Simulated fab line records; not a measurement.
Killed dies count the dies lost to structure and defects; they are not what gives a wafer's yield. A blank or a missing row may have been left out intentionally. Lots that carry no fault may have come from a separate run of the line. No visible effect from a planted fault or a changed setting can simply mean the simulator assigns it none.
fab line records -- flow nand-harc
[record] lots = 13, wafers = 39, last-day = 33
route steps=1302 shown P_BONDPAD@377 THIN_TSV@1264 END@1302
lots untouched by any fault: they come from a run of this same line in which no faults occurred
start-h: hours from the record's first day to the start of the lot's first wafer shown -- wait-h: time in hours since the lot's previous step -- " identical to the entry in the row above -- L1.1+2: several wafers, shown together as one row -- - value missing, or start not given -- * or withheld: withheld -- < > ~ a bound
route shown NAME@n: NAME is a module with steps in the file, n the number in the route of the first one -- usual: mean/standard deviation taken from wafers without a fault -- same: alike in all rows -- chamber/n: place in a boat -- sites: per-site readings -- _std_site: standard deviation of those values -- _edge_site: inner sites' mean taken away from outer sites' mean -- radius-mm: for every site, how far away it sits from the centre of the wafer -- mask NAME#n: copy n -- behind: the tool/chamber that last shaped the wafer -- hold: what put the lot on hold/how long, in hours/how the hold closed -- device: the transistor (n, p or np) that didn't switch -- end of line: the route-end tests of the same wafers -- a step without rows: its recipe alone -- killed: count of dies lost to structure and defects at first sort (not the wafer's yield) -- map: a wafer's dies, x killed, . not, _ none there
set.NAME: setting as actually run; set.NAME@STEP: the setting as run at that earlier step -- model.NAME: the simulator's own value behind a step, which no gauge read
a sample of lots followed through the steps of the route, with each step as a table and each wafer as a row
services: from which hour (start-h, from the record's first day; less than 0 if before it) a tool's chamber was out of use, for how many hours, and why
[[steps]]
[step NHARC_P_BONDPAD_PVD_27]
[recipe] target-thk-a = 300, chamber-pressure-pa = 5, power-w = 5000, substrate-temp-c = 30, time-s = 20.49, material = Cu
[usual] throttle-valve-pct = 30.2/1
lot.wafer,tool,chamber,start-h,wait-h,throttle-valve-pct
L275.3,pvd-sputter-03,-,143.90,-,29.2
L275.2,pvd-sputter-03,-,143.90,-,30.5
L275.6,pvd-sputter-03,-,143.90,-,30.6
L274.4,pvd-sputter-01,-,144.71,-,31.7
L274.2,pvd-sputter-01,-,144.71,-,31.0
L274.5,pvd-sputter-01,-,144.71,-,29.1
L277.4,pvd-sputter-02,-,175.77,-,30.1
L277.1,pvd-sputter-02,-,175.77,-,28.9
L277.5,pvd-sputter-02,-,175.77,-,28.1
L278.2,pvd-sputter-02,-,178.58,-,30.3
L278.4,pvd-sputter-02,-,178.58,-,30.5
L278.6,pvd-sputter-02,-,178.58,-,29.8
L279.1,pvd-sputter-02,-,188.10,-,30.5
L279.2,pvd-sputter-02,-,188.10,-,29.1
L279.4,pvd-sputter-02,-,188.10,-,28.2
L280.1,pvd-sputter-03,-,198.09,-,31.0
L280.2,pvd-sputter-03,-,198.09,-,29.7
L280.6,pvd-sputter-03,-,198.09,-,29.8
L281.1,pvd-sputter-02,-,206.22,-,29.1
L281.4,pvd-sputter-02,-,206.22,-,28.2
L281.3,pvd-sputter-02,-,206.22,-,30.2
L283.3,pvd-sputter-03,-,221.36,-,30.1
L283.5,pvd-sputter-03,-,221.36,-,31.2
L283.6,pvd-sputter-03,-,221.36,-,29.9
L284.2,pvd-sputter-03,-,235.10,-,30.3
L284.6,pvd-sputter-03,-,235.10,-,29.7
L284.5,pvd-sputter-03,-,235.10,-,30.7
L291.2,pvd-sputter-01,-,316.55,-,31.3
L291.4,pvd-sputter-01,-,316.55,-,29.8
L291.5,pvd-sputter-01,-,316.55,-,31.4
L293.4,pvd-sputter-03,-,331.46,-,31.1
L293.3,pvd-sputter-03,-,331.46,-,30.7
L293.5,pvd-sputter-03,-,331.46,-,31.3
L294.3,pvd-sputter-01,-,335.11,-,30.9
L294.1,pvd-sputter-01,-,335.11,-,29.9
L294.4,pvd-sputter-01,-,335.11,-,31.3
L295.4,pvd-sputter-01,-,346.79,-,31.2
L295.5,pvd-sputter-01,-,346.79,-,31.2
L295.6,pvd-sputter-01,-,346.79,-,30.9
[step NHARC_THIN_TSV_CD_MEAS_16]
[usual] cd-nm = 999.4/2.3
lot.wafer,tool,chamber,start-h,wait-h,cd-nm
L274.2,cd-sem-03,-,552.37,0.1,998.5
L274.4,cd-sem-03,-,552.37,0.1,999.5
L274.5,cd-sem-03,-,552.37,0.1,1002.5
L275.2,cd-sem-01,-,553.45,0.1,999.9
L275.3,cd-sem-01,-,553.45,0.1,997.6
L275.6,cd-sem-01,-,553.45,0.1,997.8
L277.1,cd-sem-01,-,575.76,0.1,998.1
L277.4,cd-sem-01,-,575.76,0.1,999.5
L277.5,cd-sem-01,-,575.76,0.1,995.7
L278.2,cd-sem-02,-,576.97,0.1,999.7
L278.4,cd-sem-02,-,576.97,0.1,1002.6
L278.6,cd-sem-02,-,576.97,0.1,994.5
L279.1,cd-sem-02,-,592.02,0.1,1000.1
L279.2,cd-sem-02,-,592.02,0.1,1002.1
L279.4,cd-sem-02,-,592.02,0.1,996.3
L280.1,cd-sem-03,-,609.67,0.1,1001.7
L280.2,cd-sem-03,-,609.67,0.1,1001.1
L280.6,cd-sem-03,-,609.67,0.1,999.1
L281.1,cd-sem-03,-,625.08,0.1,997.0
L281.3,cd-sem-03,-,625.08,0.1,999.7
L281.4,cd-sem-03,-,625.08,0.1,1002.7
L283.3,cd-sem-02,-,637.87,0.1,994.9
L283.5,cd-sem-02,-,637.87,0.1,997.5
L283.6,cd-sem-02,-,637.87,0.1,995.2
L284.2,cd-sem-02,-,645.63,0.1,1000.6
L284.5,cd-sem-02,-,645.63,0.1,997.0
L284.6,cd-sem-02,-,645.63,0.1,999.3
L291.2,cd-sem-01,-,719.99,0.1,998.3
L291.4,cd-sem-01,-,719.99,0.1,1004.4
L291.5,cd-sem-01,-,719.99,0.1,1001.7
L294.1,cd-sem-02,-,733.64,0.1,998.8
L294.3,cd-sem-02,-,733.64,0.1,1000.4
L294.4,cd-sem-02,-,733.64,0.1,1000.8
L293.3,cd-sem-03,-,747.66,0.1,1000.2
L293.4,cd-sem-03,-,747.66,0.1,1002.4
L293.5,cd-sem-03,-,747.66,0.1,997.6
L295.4,cd-sem-03,-,763.71,0.1,1001.3
L295.5,cd-sem-03,-,763.71,0.1,998.9
L295.6,cd-sem-03,-,763.71,0.1,1000.8
[step NHARC_THIN_TSV_DEGAS_49]
[recipe] temp-c = 300, time-s = 120
[usual] heater-power-w = 484/40
lot.wafer,tool,chamber,start-h,wait-h,heater-power-w
L274.4,pvd-sputter-02,-,554.37,0.1,429
L274.2,pvd-sputter-02,-,554.37,0.1,514
L274.5,pvd-sputter-02,-,554.37,0.1,487
L275.2,pvd-sputter-02,-,555.29,0.1,484
L275.3,pvd-sputter-02,-,555.29,0.1,437
L275.6,pvd-sputter-02,-,555.29,0.1,538
L277.1,pvd-sputter-01,-,577.83,0.1,517
L277.4,pvd-sputter-01,-,577.83,0.1,510
L277.5,pvd-sputter-01,-,577.83,0.1,504
L278.4,pvd-sputter-02,-,579.59,0.1,534
L278.2,pvd-sputter-02,-,579.59,0.1,479
L278.6,pvd-sputter-02,-,579.59,0.1,515
L279.1,pvd-sputter-02,-,593.82,0.1,473
L279.4,pvd-sputter-02,-,593.82,0.1,463
L279.2,pvd-sputter-02,-,593.82,0.1,538
L280.2,pvd-sputter-02,-,611.48,0.1,452
L280.1,pvd-sputter-02,-,611.48,0.1,478
L280.6,pvd-sputter-02,-,611.48,0.1,449
L281.3,pvd-sputter-03,-,626.88,0.1,456
L281.4,pvd-sputter-03,-,626.88,0.1,528
L281.1,pvd-sputter-03,-,626.88,0.1,435
L283.3,pvd-sputter-03,-,639.74,0.1,446
L283.6,pvd-sputter-03,-,639.74,0.1,503
L283.5,pvd-sputter-03,-,639.74,0.1,538
L284.2,pvd-sputter-01,-,647.46,0.2,488
L284.5,pvd-sputter-01,-,647.46,0.2,412
L284.6,pvd-sputter-01,-,647.46,0.2,535
L291.2,pvd-sputter-01,-,721.79,0.1,476
L291.4,pvd-sputter-01,-,721.79,0.1,508
L291.5,pvd-sputter-01,-,721.79,0.1,494
L294.4,pvd-sputter-02,-,735.55,0.1,523
L294.1,pvd-sputter-02,-,735.55,0.1,496
L294.3,pvd-sputter-02,-,735.55,0.1,429
L293.4,pvd-sputter-01,-,749.71,0.1,492
L293.3,pvd-sputter-01,-,749.71,0.1,405
L293.5,pvd-sputter-01,-,749.71,0.1,509
L295.4,pvd-sputter-03,-,765.59,0.1,462
L295.6,pvd-sputter-03,-,765.59,0.1,523
L295.5,pvd-sputter-03,-,765.59,0.1,459
[step NHARC_THIN_TSV_STRIP_56]
[recipe] power-w = 1500, temp-c = 250, chemistry = O2
[usual] drypump-motor-current-A = 5.7/0.37, heater-power-w = 328/39
lot.wafer,tool,chamber,start-h,wait-h,drypump-motor-current-A,heater-power-w,rf-hours-counter-h
L274.2,plasma-asher-01,1,558.26,0.1,6.1,350,7
L274.4,plasma-asher-01,0,558.26,0.1,5.3,392,-
L274.5,plasma-asher-01,1,558.26,0.1,6.1,350,-
L275.2,plasma-asher-02,1,558.96,0.1,5.3,284,27
L275.3,plasma-asher-02,1,558.96,0.1,5.3,293,-
L275.6,plasma-asher-02,0,558.96,0.1,6.0,318,-
L277.1,plasma-asher-02,0,582.51,0.8,5.9,319,34
L277.4,plasma-asher-02,1,582.51,0.8,5.3,291,-
L277.5,plasma-asher-02,1,582.51,0.8,5.3,288,-
L278.2,plasma-asher-02,0,583.43,0.1,6.0,314,35
L278.4,plasma-asher-02,1,583.43,0.1,5.3,285,-
L278.6,plasma-asher-02,1,583.43,0.1,5.3,290,-
L279.2,plasma-asher-02,0,597.59,0.1,6.0,315,38
L279.1,plasma-asher-02,1,597.59,0.1,5.3,291,38
L279.4,plasma-asher-02,1,597.59,0.1,5.3,284,-
L280.1,plasma-asher-01,1,615.29,0.1,6.1,356,14
L280.2,plasma-asher-01,0,615.29,0.1,5.4,391,14
L280.6,plasma-asher-01,1,615.29,0.1,6.1,356,-
L281.1,plasma-asher-01,1,630.77,0.1,6.1,355,19
L281.4,plasma-asher-01,0,630.77,0.1,5.3,396,-
L281.3,plasma-asher-01,1,630.77,0.1,6.1,365,-
L283.3,plasma-asher-02,0,643.66,0.2,6.0,314,-
L283.5,plasma-asher-02,1,643.66,0.2,5.3,278,-
L283.6,plasma-asher-02,0,643.66,0.2,6.0,332,-
L284.2,plasma-asher-01,1,651.25,0.1,6.1,356,22
L284.6,plasma-asher-01,0,651.25,0.1,5.4,390,-
L284.5,plasma-asher-01,1,651.25,0.1,6.1,362,-
L291.2,plasma-asher-01,0,725.61,0.1,5.4,375,4
L291.4,plasma-asher-01,0,725.61,0.1,5.3,375,-
L291.5,plasma-asher-01,1,725.61,0.1,6.1,329,-
L294.1,plasma-asher-01,0,739.37,0.1,5.3,366,8
L294.3,plasma-asher-01,1,739.37,0.1,6.1,334,-
L294.4,plasma-asher-01,0,739.37,0.1,5.4,379,-
L293.3,plasma-asher-02,1,754.03,0.2,5.3,276,-
L293.4,plasma-asher-02,0,754.03,0.2,6.0,321,-
L293.5,plasma-asher-02,0,754.03,0.2,6.0,324,-
L295.4,plasma-asher-02,1,769.46,0.2,5.3,280,-
L295.6,plasma-asher-02,1,769.46,0.2,5.3,281,-
L295.5,plasma-asher-02,0,769.46,0.2,6.0,323,-
[step NHARC_END_SORT_01]
[recipe] temp-c = 25
[usual] defect-limited-yield = 90.5/2.4, killed-at-array = 59/16, killed-at-other = 0.7/1.1, killed-at-periphery = 4/3, killed-dies = 64/16, killed-open = 3.4/1.8, killed-short = 2.6/1.7
[same] gross-dies = 677
lot.wafer,tool,chamber,start-h,wait-h,defect-limited-yield[%],killed-at-array,killed-at-other,killed-at-periphery,killed-dies,killed-open,killed-short
L280.1,prober-02,0,623.70,2.5,89.5,66,0,5,71,1,3
L280.2,prober-02,0,624.51,2.8,90.0,64,1,3,68,7,1
L280.6,prober-02,0,627.71,4.0,89.1,66,3,5,74,6,1
L283.3,prober-01,0,653.94,3.1,91.4,57,0,1,58,3,2
L283.5,prober-01,0,655.52,3.7,90.0,66,0,2,68,1,2
L283.6,prober-01,0,656.31,3.9,81.1,54,0,74,128,1,4
L284.2,prober-02,0,660.38,2.8,88.2,73,1,6,80,6,3
L284.5,prober-02,0,662.77,3.7,86.3,84,2,7,93,4,1
L284.6,prober-02,0,663.57,4.0,80.6,50,2,79,131,4,3
L291.2,prober-02,0,734.79,2.8,84.2,105,0,2,107,2,1
L291.4,prober-02,0,736.35,3.3,85.2,98,0,2,100,7,1
L291.5,prober-02,0,737.13,3.6,86.6,89,0,2,91,1,1
L293.3,prober-01,0,764.94,3.1,90.4,62,0,3,65,3,3
L293.4,prober-01,0,765.72,3.3,92.0,51,2,1,54,1,2
L293.5,prober-01,0,766.49,3.6,90.8,58,0,4,62,4,6
L295.4,prober-02,0,780.18,3.4,96.2,24,0,2,26,1,2
L295.5,prober-02,0,780.99,3.7,94.8,32,0,3,35,8,3
L295.6,prober-02,0,781.80,4.0,95.7,26,0,3,29,6,2
// killed by level:class
L280.1 A_CHANNEL_HOLE_D1:chamber-film-flake=31 A_CHANNEL_HOLE_D2:chamber-film-flake=16 A_STAIRCASE:chamber-film-flake=5 A_SGD_CUT:chamber-film-flake=4 A_WL_FILL:chamber-film-flake=3 A_CONTACT:chamber-film-flake=3 P_GATE:chamber-film-flake=2 P_M0:geometric-particle:open=1
L280.2 A_CHANNEL_HOLE_D1:chamber-film-flake=37 A_CHANNEL_HOLE_D2:chamber-film-flake=9 A_STAIRCASE:chamber-film-flake=5 A_M0:geometric-particle:open=2 P_ZERO_WELL:chamber-film-flake=2 A_SGD_CUT:chamber-film-flake=2 A_CONTACT:chamber-film-flake=2 A_ONON_D1:geometric-particle:open=1
L280.6 A_CHANNEL_HOLE_D1:chamber-film-flake=32 A_CHANNEL_HOLE_D2:chamber-film-flake=18 A_STAIRCASE:chamber-film-flake=5 P_ZERO_WELL:chamber-film-flake=2 P_GATE:chamber-film-flake=2 A_SGD_CUT:chamber-film-flake=2 A_CONTACT:chamber-film-flake=2 HYBRID_BOND:chamber-film-flake=2
L283.3 A_CHANNEL_HOLE_D1:chamber-film-flake=27 A_CHANNEL_HOLE_D2:chamber-film-flake=15 A_STAIRCASE:chamber-film-flake=3 A_CONTACT:chamber-film-flake=2 A_CHANNEL_FILL_D2:chamber-film-flake=2 A_SLIT:chamber-film-flake=2 A_SOURCE_PLATE:geometric-particle:open=1 A_CHANNEL_FILL_D1:geometric-particle:short=1
L283.5 A_CHANNEL_HOLE_D1:chamber-film-flake=32 A_CHANNEL_HOLE_D2:chamber-film-flake=17 A_CONTACT:chamber-film-flake=6 A_SLIT:chamber-film-flake=3 A_CHANNEL_FILL_D2:chamber-film-flake=2 A_STAIRCASE:chamber-film-flake=2 A_CHANNEL_HOLE_D2:geometric-particle:short=1 A_CHANNEL_FILL_D2:geometric-particle:short=1
L283.6 P_BONDPAD:unspecified=72 A_CHANNEL_HOLE_D1:chamber-film-flake=36 A_CHANNEL_HOLE_D2:chamber-film-flake=4 A_CONTACT:chamber-film-flake=3 P_M2:chamber-film-flake=2 A_SOURCE_PLATE:geometric-particle:short=1 A_CHANNEL_FILL_D1:geometric-particle:open=1 A_DECK1_JOINT:geometric-particle:short=1
L284.2 A_CHANNEL_HOLE_D1:chamber-film-flake=33 A_SLIT:chamber-film-flake=16 A_STAIRCASE:chamber-film-flake=6 A_CHANNEL_FILL_D2:chamber-film-flake=4 P_CONTACT:geometric-particle:open=2 A_CHANNEL_FILL_D1:geometric-particle:short=2 P_STI:chamber-film-flake=2 A_CHANNEL_HOLE_D2:unspecified=2
L284.5 A_CHANNEL_HOLE_D1:chamber-film-flake=36 A_SLIT:chamber-film-flake=30 A_STAIRCASE:chamber-film-flake=6 A_CONTACT:chamber-film-flake=3 P_GATE:chamber-film-flake=2 A_CHANNEL_FILL_D1:chamber-film-flake=2 A_CHANNEL_FILL_D2:chamber-film-flake=2 THIN_TSV:chamber-film-flake=2
L284.6 P_BONDPAD:unspecified=74 A_CHANNEL_HOLE_D1:chamber-film-flake=33 A_SLIT:chamber-film-flake=4 A_STAIRCASE:chamber-film-flake=4 A_CONTACT:chamber-film-flake=3 P_M0:geometric-particle:short=2 A_CHANNEL_HOLE_D2:unspecified=2 THIN_TSV:chamber-film-flake=2
L291.2 A_CHANNEL_HOLE_D1:chamber-film-flake=42 A_CHANNEL_HOLE_D2:chamber-film-flake=32 A_SLIT:chamber-film-flake=22 A_WL_FILL:chamber-film-flake=5 P_CONTACT:geometric-particle:open=1 A_SGD_CUT:geometric-particle:short=1 A_BLC:geometric-particle:open=1 P_ZERO_WELL:chamber-film-flake=1
L291.4 A_CHANNEL_HOLE_D1:chamber-film-flake=38 A_SLIT:chamber-film-flake=33 A_CHANNEL_HOLE_D2:chamber-film-flake=12 A_WL_FILL:chamber-film-flake=3 A_ONON_D1:geometric-particle:open=2 A_STAIRCASE:chamber-film-flake=2 P_M0:geometric-particle:open=1 A_SOURCE_PLATE:geometric-particle:open=1
L291.5 A_CHANNEL_HOLE_D1:chamber-film-flake=35 A_SLIT:chamber-film-flake=34 A_CHANNEL_HOLE_D2:chamber-film-flake=13 A_CONTACT:chamber-film-flake=4 A_WL_FILL:chamber-film-flake=2 P_GATE:geometric-particle:open=1 A_WL_FILL:geometric-particle:short=1 P_STI:chamber-film-flake=1
L293.3 A_SLIT:chamber-film-flake=37 A_CHANNEL_HOLE_D2:chamber-film-flake=13 A_CHANNEL_HOLE_D1:chamber-film-flake=6 A_ONON_D1:geometric-particle:open=2 P_CONTACT:geometric-particle:open=1 P_M0:geometric-particle:short=1 A_WL_FILL:geometric-particle:short=1 A_M0:geometric-particle:short=1
L293.4 A_CHANNEL_HOLE_D2:chamber-film-flake=19 A_SLIT:chamber-film-flake=18 A_CHANNEL_HOLE_D1:chamber-film-flake=6 THIN_TSV:chamber-film-flake=2 A_ONON_D1:geometric-particle:open=1 A_ONON_D2:geometric-particle:short=1 A_BLC:geometric-particle:short=1 P_BONDPAD:chamber-film-flake=1
L293.5 A_CHANNEL_HOLE_D1:chamber-film-flake=19 A_CHANNEL_HOLE_D2:chamber-film-flake=14 A_SLIT:chamber-film-flake=12 A_CHANNEL_FILL_D1:geometric-particle:short=2 A_WL_FILL:chamber-film-flake=2 P_CONTACT:geometric-particle:short=1 A_CHANNEL_HOLE_D1:geometric-particle:open=1 A_CHANNEL_FILL_D1:geometric-particle:open=1
L295.4 A_SLIT:chamber-film-flake=6 A_CONTACT:chamber-film-flake=5 A_STAIRCASE:chamber-film-flake=4 A_DECK1_JOINT:chamber-film-flake=2 A_CHANNEL_FILL_D2:chamber-film-flake=2 P_M1:geometric-particle:short=1 A_CHANNEL_FILL_D2:geometric-particle:short=1 A_CONTACT:geometric-particle:open=1
L295.5 A_CONTACT:chamber-film-flake=11 A_SLIT:chamber-film-flake=7 A_CHANNEL_FILL_D1:geometric-particle:open=2 A_SGD_CUT:geometric-particle:open=2 A_CHANNEL_HOLE_D1:chamber-film-flake=2 P_M0:geometric-particle:open=1 P_M1:geometric-particle:short=1 A_ONON_D1:geometric-particle:open=1
L295.6 A_CONTACT:chamber-film-flake=9 A_SLIT:chamber-film-flake=5 A_CHANNEL_FILL_D2:chamber-film-flake=3 A_WL_FILL:geometric-particle:open=2 P_ZERO_WELL:chamber-film-flake=2 A_SOURCE_PLATE:geometric-particle:open=1 A_SOURCE_PLATE:geometric-particle:short=1 A_CHANNEL_FILL_D1:geometric-particle:open=1
[[services]]
tool,chamber,start-h,hours,kind
pvd-sputter-01,-,128.42,5.4,repair
pvd-sputter-01,-,168.59,2.0,repair
pvd-sputter-03,-,170.00,10.0,pm
pvd-sputter-01,-,226.00,10.0,pm
pvd-sputter-02,-,228.26,4.6,repair
plasma-asher-02,-,249.08,9.0,pm
pvd-sputter-02,-,282.00,10.0,pm
pvd-sputter-03,-,348.00,10.0,pm
plasma-asher-02,-,363.25,6.3,repair
plasma-asher-02,-,396.78,1.3,repair
pvd-sputter-01,-,404.00,10.0,pm
pvd-sputter-02,-,460.00,10.0,pm
pvd-sputter-03,-,526.00,10.0,pm
pvd-sputter-01,-,549.41,6.2,repair
pvd-sputter-01,-,582.00,10.0,pm
pvd-sputter-03,-,585.66,2.0,repair
pvd-sputter-02,-,638.00,10.0,pm
pvd-sputter-03,-,673.52,67.3,repair
pvd-sputter-02,-,681.13,1.2,repair
pvd-sputter-02,-,690.62,0.5,repair
pvd-sputter-02,-,730.59,3.2,repair
pvd-sputter-01,-,731.90,1.3,repair
pvd-sputter-03,-,740.84,10.0,pm
pvd-sputter-01,-,760.00,10.0,pm
[[key]]
[first-sign] step = NHARC_END_SORT_01, reading = killed-at-periphery, direction = up, sigmas = 24, usual = 4, struck = 76
[effect] step = NHARC_END_SORT_01, reading = killed-dies, direction = up, sigmas = 4, usual = 64, struck = 130
[more-kills-born-at] NHARC_P_BONDPAD_PVD_27@pvd-sputter-03 = 146
met-at NHARC_P_BONDPAD_PVD_27
struck-lots L283,L284
struck-wafers L283.6,L284.6
not-acting-at NHARC_THIN_TSV_CD_MEAS_16,NHARC_THIN_TSV_DEGAS_49,NHARC_THIN_TSV_STRIP_56
onset-between 198.09 221.36
[fault] kind = chamber-particle-source, tool = pvd-sputter-03, chamber = -, onset-h = 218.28, steps = NHARC_P_BONDPAD_PVD_27, rate-per-visit-cm2 = 1.2487, end-h = 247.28, scope = struck-wafers-only
